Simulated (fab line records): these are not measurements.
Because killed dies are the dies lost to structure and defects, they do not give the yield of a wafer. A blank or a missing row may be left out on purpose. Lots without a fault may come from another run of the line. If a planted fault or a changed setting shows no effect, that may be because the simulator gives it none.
Chamber matching -- flow n5-finfet -- N5_BEOL_M6_STRIP_67 on rie-diel-01: 4 sister chambers
The step strips in CF4. 4 wafers are shown with their chamber, then 8 later ones without.

EACH WAFER AND ITS CHAMBER
wafer,chamber,drypump-motor-current-A (A)
L085.1,1,6.5
L091.5,3,5.2
L091.6,0,6.2
L092.1,2,5.4

WAFERS WHOSE CHAMBER IS MISSING
wafer,drypump-motor-current-A (A)
L092.2,5.1
L092.4,6.2
L094.1,6.2
L094.3,5.4
L094.4,6.2
L097.1,5.4
L097.5,5.4
L097.6,5.1

THE CHAMBER EACH PASSED THROUGH
wafer,from the rows above,in truth
L092.2,3,3
L092.4,0,0
L094.1,0,0
L094.3,2,2
L094.4,0,0
L097.1,2,2
L097.5,2,2
L097.6,3,3
8 of 8 placed correctly. Can't be placed from these rows: 0. Number placed wrongly: 0.
How it was worked out, from the rows above alone: a wafer's distance from a chamber is the root of the sum, over the readings, of the square of ((its reading less the chamber's mean) divided by the reading's scatter). If the next closest chamber is less than 2 further off than the closest, the wafer can't be placed; otherwise it belongs to the closest. For every chamber, the mean is computed from those of its wafers that are shown. The scatter (one wafer shown for each chamber): square how far every hidden wafer sits from the nearest shown wafer, average those squares and take the square root.
